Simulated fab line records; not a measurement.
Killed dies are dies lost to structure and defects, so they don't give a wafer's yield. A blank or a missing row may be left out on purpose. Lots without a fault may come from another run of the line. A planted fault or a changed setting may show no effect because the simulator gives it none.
Struck lot and sound lot, side by side    flow n5-finfet    15 out of 1938 route steps
Sound: wafers L361.1, L361.3, L361.4. Wafers struck: L356.2, L356.4, L356.5. The cause is named last.
For every step that has rows: the tool of each side, followed by ch and its chambers, followed by its first start. Under that, the readings that differ: sound wafers    struck wafers    difference of the means    sigmas: that difference in standard deviations of wafers without a fault.
alike: a reading whose means differ by less than 2 such deviations, as well as words and numbers matching on both sides. not compared: withheld readings; readings where some wafer has no value; bounds like >300 that might hide an equal value; numbers whose values overlap and for which the record gives no deviation.
A row with sigmas, a row that says differs or no value, or rows on one side alone: a step with any of these is where the two part. When numbers do not overlap yet have no deviation, they are printed without sigmas and do not part them. A reading that every wafer of one side lacks parts them only if that side has two wafers or more.

first, 5 steps without rows for these wafers: N5_GATE_CUT_ETCH_36 (etches SiARC in CF4, target depth 13 nm, time 21.7 s); N5_GATE_CUT_ETCH_37 (etches SOC in N2/H2, target depth 60 nm, overetch 12 nm, time 90 s); N5_GATE_CUT_STRIP_38 (strips in N2/H2); N5_GATE_CUT_STRIP_39 (strips in N2/H2); N5_GATE_CUT_HM_OPEN_40 (chemistry C4F6/O2, target SiO2, target depth 139 nm, time 85.1 s).
N5_GATE_CUT_STRIP_41: strips in CF4.
  sound on rie-diel-05 ch 0,1,3, day 8 08:28; struck on rie-diel-05 ch 1,2,3, day 7 04:30
  alike: drypump-motor-current-A, oes-product-au, rf-vpp-V, showerhead-plenum-p-Torr, throttle-valve-pct
  not compared: rf-hours-counter-h
then, 1 step without rows for these wafers: N5_GATE_CUT_STRIP_42 (strips in O2).
N5_GATE_CUT_ETCH_19: etches SiNx in CH3F/O2, target depth 53.7 nm, time 76.7 s.
  sound on rie-diel-05 ch 0,1,3, day 8 08:32; struck on rie-diel-05 ch 1,2,3, day 7 04:34
  alike: CH3F_flow_sccm, O2_flow_sccm, drypump-motor-current-A, etch-rf-on-time-s, mfc-ar-sccm, oes-product-au, rf-vpp-V, showerhead-plenum-p-Torr, throttle-valve-pct
  not compared: rf-hours-counter-h
then, 1 step without rows for these wafers: N5_GATE_CUT_CUT_ETCH_53 (etches W in SF6/Cl2, target depth 79.2 nm).
N5_GATE_CUT_CUT_ETCH_54: etches TiN in Cl2/BCl3, target depth 96.7 nm.
  sound on rie-metal-03 ch 0,1, day 8 08:42; struck on rie-metal-02 ch 0,1, day 7 04:44
  alike: bcl3-flow-sccm, bias-w, drypump-motor-current-A, etch-rf-on-time-s, mfc-ar-sccm, oes-product-au, throttle-valve-pct
  not compared: rf-hours-counter-h
N5_GATE_CUT_CUT_ETCH_55: etches HfO2 in BCl3, target depth 3.2 nm.
  sound on rie-metal-03 ch 0,1, day 8 08:46; struck on rie-metal-02 ch 0,1, day 7 04:47
  alike: bcl3-flow-sccm, bias-w, drypump-motor-current-A, oes-product-au, throttle-valve-pct
  not compared: rf-hours-counter-h
N5_GATE_CUT_ETCH_47: etches SiO2 in Cl2/BCl3, target depth 10 nm.
  sound on rie-metal-03 ch 0,1, day 8 08:47; struck on rie-metal-02 ch 0,1, day 7 04:49
  alike: bcl3-flow-sccm, bias-w, drypump-motor-current-A, mfc-ar-sccm, oes-product-au, throttle-valve-pct
  not compared: rf-hours-counter-h
N5_GATE_CUT_VAPOR_ETCH_48: etches TiN in BCl3/Cl2.
  sound on rie-metal-03 ch 0,1, day 8 08:49; struck on rie-metal-02 ch 0,1, day 7 04:51
  no value came back on the struck wafers for drypump-motor-current-A (A), he-backside-leak-sccm (sccm), oes-product-au (a.u.); on the sound wafers drypump-motor-current-A (A) reads 6.0 6.0 6.0
then, 2 steps without rows for these wafers: N5_GATE_CUT_VAPOR_ETCH_49 (etches TiAlC in BCl3/Cl2); N5_PASSIVATION_PROBE_49.

== WHERE THEY PART ==
N5_GATE_CUT_VAPOR_ETCH_48 only, going by this record.

WHY: what the simulator had put in
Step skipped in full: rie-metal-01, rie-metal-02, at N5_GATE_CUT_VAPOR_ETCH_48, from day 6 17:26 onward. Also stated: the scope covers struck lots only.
